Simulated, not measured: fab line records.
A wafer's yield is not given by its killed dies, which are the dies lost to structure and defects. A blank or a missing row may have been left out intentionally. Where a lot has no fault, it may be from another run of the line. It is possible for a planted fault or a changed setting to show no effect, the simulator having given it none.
One fault through the eyes of 2 desks ; flow nandHarc ; each desk has only its own numbers; what lay behind them comes last

## FOR THE TOOL OWNER'S DESK: rieDiel-09
The tool's own readings at NHARC_A_BONDPAD_ETCH_24 (etches the open film in CF4/N2, target depth 30 nm, time 72.99 s): means of the sampled wafers that have a number, for each lot that ran on this tool. Any lot whose mean is over 4 standard deviations away from the usual mean is out of limits and marked OUT; that distance is given in the brackets.
Columns: A = drypumpMotorCurrentA at NHARC_A_BONDPAD_ETCH_24, usual 5.8 A; B = oesProductAu at NHARC_A_BONDPAD_ETCH_24, usual 1.002 a.u.; C = rfVppV at NHARC_A_BONDPAD_ETCH_24, usual 313.8 V; D = showerheadPlenumPTorr at NHARC_A_BONDPAD_ETCH_24, usual 2.60 Torr; E = throttleValvePct at NHARC_A_BONDPAD_ETCH_24, usual 19.794 %
lot;first seen here;A;B;C;D;E
L260;day 18 00:24;5.8;1.003;313.3;2.60;19.794
L259;day 18 04:40;6.2;1.011;312.8;2.57;19.806
L261;day 18 05:23;5.9;1.006;314.2;2.60;19.799
L262;day 18 10:58;6.2;1.011;313.3;2.62;19.798
L263;day 18 21:26;5.9;1.011;314.2;2.65;19.784
L268;day 19 22:48;5.8;0.994;314.5;2.60;19.799
L267;day 20 00:01;5.5;0.998;313.8;2.62;19.787
L270;day 21 00:01;5.9;1.019;314.1;2.65;19.797
L272;day 21 05:53;5.9;1.001;312.6;2.55;19.793
L282;day 23 17:25;6.2;0.993;314.2;2.62;19.796
This desk found nothing out of limits on any of the 10 lots.

## THE METROLOGY DESK
Means of the sampled wafers that have a number, per lot and without regard to the tool the lot ran on: this is what the gauges read. Any lot whose mean is over 4 standard deviations away from the usual mean is out of limits and marked OUT; that distance is given in the brackets.
Columns: A = thkNm at NHARC_A_BONDPAD_THK_MEAS_30, usual 200.1 nm
lot;first seen here;A
L260;day 17 22:53;200.3
L259;day 18 03:10;199.0
L261;day 18 04:04;199.5
L262;day 18 09:34;200.0
L263;day 18 20:07;200.9
L265;day 19 17:11;200.8
L268;day 19 21:29;199.5
L267;day 19 22:47;202.2
L270;day 20 22:40;201.3
L272;day 21 04:29;201.0
L276;day 22 07:30;200.4
L282;day 23 16:14;199.5
This desk found nothing out of limits on any of the 12 lots.

## TAKEN TOGETHER
The desk of the tool owner found nothing out of limits.
At the metrology desk, nothing out of limits was observed.

## WHAT WAS PUT IN BY THE SIMULATOR
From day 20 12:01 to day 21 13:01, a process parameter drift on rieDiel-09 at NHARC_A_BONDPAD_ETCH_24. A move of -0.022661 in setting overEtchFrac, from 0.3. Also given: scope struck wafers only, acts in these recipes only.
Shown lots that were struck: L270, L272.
